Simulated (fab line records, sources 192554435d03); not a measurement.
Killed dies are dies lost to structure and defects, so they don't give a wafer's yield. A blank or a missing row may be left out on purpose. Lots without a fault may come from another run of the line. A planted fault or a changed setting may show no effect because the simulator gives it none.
Which tool did it? | flow n5_finfet | 24 lots, 72 wafers sampled, at 6 steps of a route of 1938

WHAT THE GAUGES READ, wafer by wafer
The record holds no reading of a measuring or inspecting step that can be judged against a usual standard deviation.

WHICH TOOL RAN EACH LOT (tool, then ch and the chambers of the sampled wafers, then the start)
lot  | N5_BEOL_M3_DEGAS_44          | N5_BEOL_M3_SURFACE_TREAT_85  | N5_BEOL_M3_ANNEAL_49         | N5_BEOL_M3_SPUTTER_88        | N5_BEOL_M3_SPUTTER_96        | N5_BEOL_M3_ANNEAL_51
L074 | pvd_sputter-01, day 7 11:47  | pvd_sputter-03, day 7 12:35  | pvd_sputter-03, day 7 13:03  | pvd_sputter-03, day 7 13:51  | pvd_sputter-03, day 7 14:44  | rtp_anneal-01 ch 0, day 7 15:13
L075 | pvd_sputter-01, day 7 14:13  | pvd_sputter-03, day 7 14:49  | pvd_sputter-03, day 7 15:10  | pvd_sputter-03, day 7 15:58  | pvd_sputter-03, day 7 16:51  | rtp_anneal-01 ch 0, day 7 17:14
L076 | pvd_sputter-01, day 7 16:02  | pvd_sputter-01, day 7 16:31  | pvd_sputter-01, day 7 16:53  | pvd_sputter-01, day 7 17:41  | pvd_sputter-01, day 7 18:34  | rtp_anneal-01 ch 0, day 7 18:46
L077 | pvd_sputter-03, day 7 22:53  | pvd_sputter-03, day 7 23:22  | pvd_sputter-03, day 7 23:44  | pvd_sputter-03, day 8 00:32  | pvd_sputter-03, day 8 01:25  | rtp_anneal-01 ch 0, day 8 01:42
L078 | pvd_sputter-03, day 8 01:39  | pvd_sputter-03, day 8 02:17  | pvd_sputter-03, day 8 02:46  | pvd_sputter-03, day 8 03:34  | pvd_sputter-03, day 8 04:27  | rtp_anneal-01 ch 0, day 8 04:39
L079 | pvd_sputter-01, day 8 12:11  | pvd_sputter-03, day 8 12:33  | pvd_sputter-01, day 8 12:54  | pvd_sputter-01, day 8 13:42  | pvd_sputter-01, day 8 14:35  | rtp_anneal-02 ch 0, day 8 14:55
L081 | pvd_sputter-02, day 8 22:17  | pvd_sputter-03, day 8 22:43  | pvd_sputter-03, day 8 23:02  | pvd_sputter-03, day 8 23:50  | pvd_sputter-03, day 9 00:43  | rtp_anneal-02 ch 0, day 9 00:54
L080 | pvd_sputter-02, day 9 03:31  | pvd_sputter-01, day 9 04:01  | pvd_sputter-01, day 9 04:23  | pvd_sputter-01, day 9 05:11  | pvd_sputter-01, day 9 06:04  | rtp_anneal-01 ch 0, day 9 06:18
L083 | pvd_sputter-01, day 9 07:23  | pvd_sputter-03, day 9 07:47  | pvd_sputter-02, day 9 08:10  | pvd_sputter-02, day 9 08:58  | pvd_sputter-02, day 9 09:51  | rtp_anneal-02 ch 0, day 9 10:11
L082 | pvd_sputter-03, day 9 07:23  | pvd_sputter-01, day 9 07:48  | pvd_sputter-03, day 9 08:14  | pvd_sputter-03, day 9 09:02  | pvd_sputter-03, day 9 09:55  | rtp_anneal-01 ch 0, day 9 10:07
L084 | pvd_sputter-02, day 9 17:45  | pvd_sputter-03, day 9 18:08  | pvd_sputter-01, day 9 18:28  | pvd_sputter-01, day 9 19:16  | pvd_sputter-01, day 9 20:09  | rtp_anneal-01 ch 0, day 9 20:59
L085 | pvd_sputter-03, day 10 00:31 | pvd_sputter-02, day 10 01:01 | pvd_sputter-03, day 10 01:29 | pvd_sputter-03, day 10 02:17 | pvd_sputter-03, day 10 03:10 | rtp_anneal-02 ch 0, day 10 03:22
L086 | pvd_sputter-01, day 10 05:19 | pvd_sputter-01, day 10 05:43 | pvd_sputter-02, day 10 06:47 | pvd_sputter-02, day 10 07:35 | pvd_sputter-02, day 10 08:28 | rtp_anneal-01 ch 0, day 10 08:42
L087 | pvd_sputter-01, day 10 09:44 | pvd_sputter-02, day 10 10:05 | pvd_sputter-03, day 10 10:31 | pvd_sputter-03, day 10 11:19 | pvd_sputter-03, day 10 12:12 | rtp_anneal-01 ch 0, day 10 12:26
L088 | pvd_sputter-02, day 10 22:03 | pvd_sputter-01, day 10 22:27 | pvd_sputter-01, day 10 22:56 | pvd_sputter-01, day 10 23:44 | pvd_sputter-01, day 11 00:37 | rtp_anneal-02 ch 0, day 11 00:48
L089 | pvd_sputter-02, day 11 01:09 | pvd_sputter-02, day 11 01:33 | pvd_sputter-03, day 11 01:57 | pvd_sputter-03, day 11 04:44 | pvd_sputter-03, day 11 05:37 | rtp_anneal-01 ch 0, day 11 06:04
L090 | pvd_sputter-03, day 11 01:35 | pvd_sputter-02, day 11 02:08 | pvd_sputter-02, day 11 02:47 | pvd_sputter-02, day 11 03:35 | pvd_sputter-02, day 11 04:28 | rtp_anneal-01 ch 0, day 11 04:40
L091 | pvd_sputter-01, day 11 18:26 | pvd_sputter-01, day 11 19:05 | pvd_sputter-03, day 11 19:38 | pvd_sputter-03, day 11 20:26 | pvd_sputter-03, day 11 21:19 | rtp_anneal-01 ch 0, day 11 22:01
L093 | pvd_sputter-03, day 11 21:23 | pvd_sputter-02, day 11 21:53 | pvd_sputter-03, day 11 22:16 | pvd_sputter-03, day 11 23:04 | pvd_sputter-03, day 11 23:57 | rtp_anneal-01 ch 0, day 12 00:09
L092 | pvd_sputter-02, day 12 05:20 | pvd_sputter-01, day 12 05:52 | pvd_sputter-02, day 12 06:23 | pvd_sputter-02, day 12 07:11 | pvd_sputter-02, day 12 08:04 | rtp_anneal-01 ch 0, day 12 08:20
L094 | pvd_sputter-02, day 12 05:25 | pvd_sputter-01, day 12 05:55 | pvd_sputter-01, day 12 06:37 | pvd_sputter-01, day 12 07:25 | pvd_sputter-01, day 12 08:17 | rtp_anneal-01 ch 0, day 12 08:36
L095 | pvd_sputter-02, day 12 05:53 | pvd_sputter-01, day 12 06:29 | pvd_sputter-03, day 12 06:58 | pvd_sputter-03, day 12 07:46 | pvd_sputter-03, day 12 08:39 | rtp_anneal-01 ch 0, day 12 08:55
L096 | pvd_sputter-03, day 12 12:34 | pvd_sputter-02, day 12 13:03 | pvd_sputter-01, day 12 13:27 | pvd_sputter-01, day 12 14:15 | pvd_sputter-01, day 12 15:08 | rtp_anneal-01 ch 0, day 12 15:22
L097 | pvd_sputter-01, day 13 10:46 | pvd_sputter-03, day 13 11:10 | pvd_sputter-02, day 13 11:41 | pvd_sputter-02, day 13 12:29 | pvd_sputter-02, day 13 13:22 | rtp_anneal-02 ch 0, day 13 13:36
- N5_BEOL_M3_DEGAS_44: time 60 s.
- N5_BEOL_M3_SURFACE_TREAT_85
- N5_BEOL_M3_ANNEAL_49: time 240 s.
- N5_BEOL_M3_SPUTTER_88: material Cu, target thk 4.5 nm, time 8.29 s.
- N5_BEOL_M3_SPUTTER_96: material Cu, target thk 4.5 nm, time 8.29 s.
- N5_BEOL_M3_ANNEAL_51: time 90 s.

WHAT THE TOOLS THEMSELVES READ (means of the sampled wafers that have a number; where no wafer has one, the mark that the record gives instead)
N5_BEOL_M3_DEGAS_44. Usual: heater_power_w 346 W, standard deviation 42.
lot  | tool           | heater_power_w (W) | flag
L074 | pvd_sputter-01 | 288                |
L075 | pvd_sputter-01 | 287                |
L076 | pvd_sputter-01 | 308                |
L077 | pvd_sputter-03 | 410                |
L078 | pvd_sputter-03 | 373                |
L079 | pvd_sputter-01 | 340                |
L081 | pvd_sputter-02 | 378                |
L080 | pvd_sputter-02 | 359                |
L083 | pvd_sputter-01 | 312                |
L082 | pvd_sputter-03 | 379                |
L084 | pvd_sputter-02 | 392                |
L085 | pvd_sputter-03 | 350                |
L086 | pvd_sputter-01 | 327                |
L087 | pvd_sputter-01 | 357                |
L088 | pvd_sputter-02 | 368                |
L089 | pvd_sputter-02 | 377                |
L090 | pvd_sputter-03 | 342                |
L091 | pvd_sputter-01 | 305                |
L093 | pvd_sputter-03 | 373                |
L092 | pvd_sputter-02 | 383                |
L094 | pvd_sputter-02 | 344                |
L095 | pvd_sputter-02 | 362                |
L096 | pvd_sputter-03 | 388                |
L097 | pvd_sputter-01 | 351                |

N5_BEOL_M3_ANNEAL_49. Usual: heater_power_w 877 W, standard deviation 110.
lot  | tool           | heater_power_w (W) | flag
L074 | pvd_sputter-03 | 802                |
L075 | pvd_sputter-03 | 849                |
L076 | pvd_sputter-01 | 772                |
L077 | pvd_sputter-03 | 886                |
L078 | pvd_sputter-03 | 875                |
L079 | pvd_sputter-01 | 859                |
L081 | pvd_sputter-03 | 989                |
L080 | pvd_sputter-01 | 768                |
L083 | pvd_sputter-02 | 916                |
L082 | pvd_sputter-03 | 882                |
L084 | pvd_sputter-01 | 794                |
L085 | pvd_sputter-03 | 893                |
L086 | pvd_sputter-02 | 927                |
L087 | pvd_sputter-03 | 1007               |
L088 | pvd_sputter-01 | 803                |
L089 | pvd_sputter-03 | 962                |
L090 | pvd_sputter-02 | 908                |
L091 | pvd_sputter-03 | 964                |
L093 | pvd_sputter-03 | 934                |
L092 | pvd_sputter-02 | 892                |
L094 | pvd_sputter-01 | 818                |
L095 | pvd_sputter-03 | 879                |
L096 | pvd_sputter-01 | 860                |
L097 | pvd_sputter-02 | 890                |

N5_BEOL_M3_SPUTTER_88. Usual: throttle_valve_pct 30.4 %, standard deviation 1.4.
lot  | tool           | throttle_valve_pct (%) | flag
L074 | pvd_sputter-03 | 32.4                   |
L075 | pvd_sputter-03 | 31.1                   |
L076 | pvd_sputter-01 | 29.0                   |
L077 | pvd_sputter-03 | 31.5                   |
L078 | pvd_sputter-03 | 31.5                   |
L079 | pvd_sputter-01 | 29.5                   |
L081 | pvd_sputter-03 | 30.6                   |
L080 | pvd_sputter-01 | 29.0                   |
L083 | pvd_sputter-02 | 29.1                   |
L082 | pvd_sputter-03 | 31.4                   |
L084 | pvd_sputter-01 | 29.9                   |
L085 | pvd_sputter-03 | 31.4                   |
L086 | pvd_sputter-02 | 30.6                   |
L087 | pvd_sputter-03 | 29.6                   |
L088 | pvd_sputter-01 | 29.6                   |
L089 | pvd_sputter-03 | 30.8                   |
L090 | pvd_sputter-02 | 30.8                   |
L091 | pvd_sputter-03 | 30.8                   |
L093 | pvd_sputter-03 | 30.4                   |
L092 | pvd_sputter-02 | 30.5                   |
L094 | pvd_sputter-01 | 29.7                   |
L095 | pvd_sputter-03 | 31.6                   |
L096 | pvd_sputter-01 | 29.6                   |
L097 | pvd_sputter-02 | 30.8                   |

N5_BEOL_M3_SPUTTER_96. Usual: throttle_valve_pct 30.4 %, standard deviation 1.4.
lot  | tool           | throttle_valve_pct (%) | flag
L074 | pvd_sputter-03 | 32.2                   |
L075 | pvd_sputter-03 | 31.2                   |
L076 | pvd_sputter-01 | 28.9                   |
L077 | pvd_sputter-03 | 31.6                   |
L078 | pvd_sputter-03 | 31.6                   |
L079 | pvd_sputter-01 | 29.5                   |
L081 | pvd_sputter-03 | 30.6                   |
L080 | pvd_sputter-01 | 29.1                   |
L083 | pvd_sputter-02 | 29.2                   |
L082 | pvd_sputter-03 | 31.3                   |
L084 | pvd_sputter-01 | 29.8                   |
L085 | pvd_sputter-03 | 31.6                   |
L086 | pvd_sputter-02 | 30.5                   |
L087 | pvd_sputter-03 | 29.6                   |
L088 | pvd_sputter-01 | 29.7                   |
L089 | pvd_sputter-03 | 30.9                   |
L090 | pvd_sputter-02 | 30.9                   |
L091 | pvd_sputter-03 | 30.7                   |
L093 | pvd_sputter-03 | 30.2                   |
L092 | pvd_sputter-02 | 30.5                   |
L094 | pvd_sputter-01 | 29.7                   |
L095 | pvd_sputter-03 | 31.5                   |
L096 | pvd_sputter-01 | 29.6                   |
L097 | pvd_sputter-02 | 30.9                   |

N5_BEOL_M3_ANNEAL_51. Usual: wafer_temp_C_max 225.98, standard deviation 0.26.
lot  | tool          | wafer_temp_C_max | flag
L074 | rtp_anneal-01 | 226.01           |
L075 | rtp_anneal-01 | 225.79           |
L076 | rtp_anneal-01 | 225.93           |
L077 | rtp_anneal-01 | 225.96           |
L078 | rtp_anneal-01 | 225.82           |
L079 | rtp_anneal-02 | 226.40           |
L081 | rtp_anneal-02 | 226.04           |
L080 | rtp_anneal-01 | 226.09           |
L083 | rtp_anneal-02 | 226.34           |
L082 | rtp_anneal-01 | 225.83           |
L084 | rtp_anneal-01 | 226.17           |
L085 | rtp_anneal-02 | 226.08           |
L086 | rtp_anneal-01 | 225.80           |
L087 | rtp_anneal-01 | 226.12           |
L088 | rtp_anneal-02 | 226.22           |
L089 | rtp_anneal-01 | 225.90           |
L090 | rtp_anneal-01 | 225.71           |
L091 | rtp_anneal-01 | 225.98           |
L093 | rtp_anneal-01 | 225.90           |
L092 | rtp_anneal-01 | 226.03           |
L094 | rtp_anneal-01 | 225.96           |
L095 | rtp_anneal-01 | 225.80           |
L096 | rtp_anneal-01 | 226.03           |
L097 | rtp_anneal-02 | 226.07           |

THE ANSWER, worked out from the rows above alone
Rule: a lot is off if the mean of its wafers that have a number lies more than 3 standard deviations from the usual mean. A lot without any number at a reading at which 4 lots or more have one is off too. The other lots that the step has rows for count as sound. The gauges are gone through in route order, then the tools' own readings, and for those a lot's mean is taken as printed above. The first step at which some lot is off is used, and at that step the reading that is off furthest; a lot without a number counts as furthest.
No lot is off at any reading shown: from this, nothing can be told.

WHAT THE SIMULATOR HAD PUT IN
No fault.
